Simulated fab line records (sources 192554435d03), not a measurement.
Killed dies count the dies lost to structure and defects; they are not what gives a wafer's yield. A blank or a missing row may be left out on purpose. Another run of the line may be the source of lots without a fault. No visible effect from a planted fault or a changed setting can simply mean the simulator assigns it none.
Struck lot and sound lot, side by side | flow n5_finfet | 17 steps out of a route of 1938
Sound: these wafers, L186.1, L186.2, L186.6. Struck: wafer L194.4 (L194.1, L194.5, from the same lot, were not struck and are left out); the cause is given at the end.
Order at every step that has rows: each side's tool, ch and its chambers, its first start. Under that, the readings that differ: sound wafers | struck wafers | difference of the means | sigmas: that difference in standard deviations of wafers without a fault.
alike: readings with means less than 2 such deviations apart, plus words and numbers identical on both sides. not compared: withheld readings, readings lacking a value on some wafer, bounds such as >300 that could conceal the same value, and numbers that have no deviation in the record and whose values overlap.
Wherever a step has rows on one side only, a row that says differs or no value, or a row with sigmas, the two part there. When numbers do not overlap yet have no deviation, they are printed without sigmas and do not part them. Lack of a reading on every wafer of one side parts them only where that side has two or more wafers.

N5_BEOL_M2_ANNEAL_82: time 240 s.
  sound on pvd_sputter-03 at day 6 22:17; struck on pvd_sputter-01 at day 9 06:56
  alike: heater_power_w, susceptor_temp_C
then, 1 step without rows for these wafers: N5_BEOL_M2_SPUTTER_86 (material Cu, target thk 4.5 nm, time 8.29 s).
N5_BEOL_M2_ANNEAL_87: time 240 s.
  sound on pvd_sputter-03 at day 6 22:30; struck on pvd_sputter-01 at day 9 07:09
  alike: heater_power_w, susceptor_temp_C
then, 1 step without rows for these wafers: N5_BEOL_M2_SPUTTER_88 (material Cu, target thk 4.5 nm, time 8.29 s).
N5_BEOL_M2_ANNEAL_89: time 240 s.
  sound on pvd_sputter-03 at day 6 22:43; struck on pvd_sputter-01 at day 9 07:22
  reading              | sound                | struck | difference | sigmas
  susceptor_temp_C (C) | 400.55 400.08 400.33 | 399.73 | -0.59      | -3
  alike: heater_power_w
then, 2 steps without rows for these wafers: N5_BEOL_M2_SPUTTER_90 (material Cu, target thk 4.5 nm, time 8.29 s); N5_BEOL_M2_ANNEAL_91 (time 240 s).
N5_BEOL_M2_SPUTTER_92: material Cu, target thk 4.5 nm, time 8.29 s.
  sound on pvd_sputter-03 at day 6 23:05; struck on pvd_sputter-01 at day 9 07:44
  alike: susceptor_temp_C, throttle_valve_pct
then, 2 steps without rows for these wafers: N5_BEOL_M2_ANNEAL_93 (time 240 s); N5_BEOL_M2_SPUTTER_94 (material Cu, target thk 4.5 nm, time 8.29 s).
N5_BEOL_M2_ANNEAL_95: time 240 s.
  sound on pvd_sputter-03 at day 6 23:23; struck on pvd_sputter-01 at day 9 08:02
  alike: heater_power_w, susceptor_temp_C
then, 1 step without rows for these wafers: N5_BEOL_M2_SPUTTER_96 (material Cu, target thk 4.5 nm, time 8.29 s).
N5_BEOL_M2_ECD_50: material Cu, target thk 300 nm.
  sound on ecd_cu-02 ch 0,1, day 6 23:38; struck on ecd_cu-01 ch 1, day 9 08:17
  reading                                | sound             | struck | difference | sigmas
  model.Cu_of_BEOL_M2_ECD_50.thk_nm (nm) | 300.8 301.6 299.6 | 227    | -74        |
then, 1 step without rows for these wafers: N5_BEOL_M2_ANNEAL_51 (time 90 s).
N5_BEOL_M2_CMP_52: polishes, stops on SiOC, t overpolish 6.8 s, target thk 40 nm.
  sound on cmp-03 ch 1,2, day 7 00:01; struck on cmp-03 ch 2, day 9 08:43
  reading                | sound    | struck | difference | sigmas
  time_to_endpoint_s (s) | 54 61 53 | 40     | -16        | -3
  alike: motor_current_A
N5_BEOL_M2_THK_MEAS_53: measures by xrf.
  sound on film_metro-02 at day 7 00:19; struck on film_metro-01 at day 9 08:58
  alike: M2_THK
N5_BEOL_M4_RC_MEAS_101:
  sound on prober-02 ch 0, day 7 18:15; struck on prober-01 ch 0, day 10 00:58
  alike: DIBL_N, DIBL_P, IOFF_N, IOFF_P, ION_N, ION_P, SS_N, SS_P, VT_N, VT_P

== WHERE THEY PART ==
At N5_BEOL_M2_ANNEAL_89 first; at N5_BEOL_M2_CMP_52 last (within this record only). Later steps at which nothing parts them and some readings are alike: N5_BEOL_M2_THK_MEAS_53, N5_BEOL_M4_RC_MEAS_101.

WHY: whatever the simulator had introduced
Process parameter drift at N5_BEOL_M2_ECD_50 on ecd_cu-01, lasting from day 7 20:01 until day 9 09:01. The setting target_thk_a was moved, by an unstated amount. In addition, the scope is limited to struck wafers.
